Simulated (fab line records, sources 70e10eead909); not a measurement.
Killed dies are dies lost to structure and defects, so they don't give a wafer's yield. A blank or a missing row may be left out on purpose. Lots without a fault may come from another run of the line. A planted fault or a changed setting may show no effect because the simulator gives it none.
Chamber matching | flow nand_harc | NHARC_A_ONON_D2_DEP_33 on pecvd-04: 3 sister chambers
The step deposits SiO2, target thk 200 nm. 6 wafers are shown with their chamber, then 8 later ones without.

WAFERS WITH THEIR CHAMBER
wafer  | chamber | throttle_valve_pct (%) | heater_power_w (W)
L332.5 | 1       | 16.0                   | 567
L332.6 | 0       | 16.8                   | 447
L338.3 | 2       | 15.0                   | 542
L338.4 | 2       | 15.1                   | 598
L338.5 | 1       | 15.7                   | 593
L340.2 | 0       | 16.4                   | 541

WAFERS WITHOUT THEIR CHAMBER
wafer  | throttle_valve_pct (%) | heater_power_w (W)
L340.3 | 15.3                   | 704
L340.6 | 16.5                   | 402
L343.3 | 15.2                   | 566
L343.5 | 16.6                   | 470
L343.6 | 15.5                   | 578
L341.1 | 15.7                   | 487
L341.3 | 16.5                   | 506
L341.4 | 16.7                   | 527

WHICH CHAMBER EACH WENT THROUGH
wafer  | from the rows above     | in truth
L340.3 | can't be placed: 2 or 1 | 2
L340.6 | 0                       | 0
L343.3 | 2                       | 2
L343.5 | 0                       | 0
L343.6 | can't be placed: 1 or 2 | 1
L341.1 | can't be placed: 1 or 2 | 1
L341.3 | 0                       | 0
L341.4 | 0                       | 0
Placed correctly: 5 of 8. Can't be placed from these rows: 3 (the true chamber is among the candidates in 3). Placed wrongly: 0.
How it was worked out, from the rows above alone: a wafer's distance from a chamber is the root of the sum, over the readings, of the square of ((its reading less the chamber's mean) divided by the reading's scatter). The wafer belongs to the nearest chamber; if the next one is less than 2 further off, it can't be placed. A chamber's mean is the mean of its shown wafers. The scatter: the root of (the sum of the squares of (reading less its chamber's mean) over the shown wafers, divided by (wafers less chambers)).
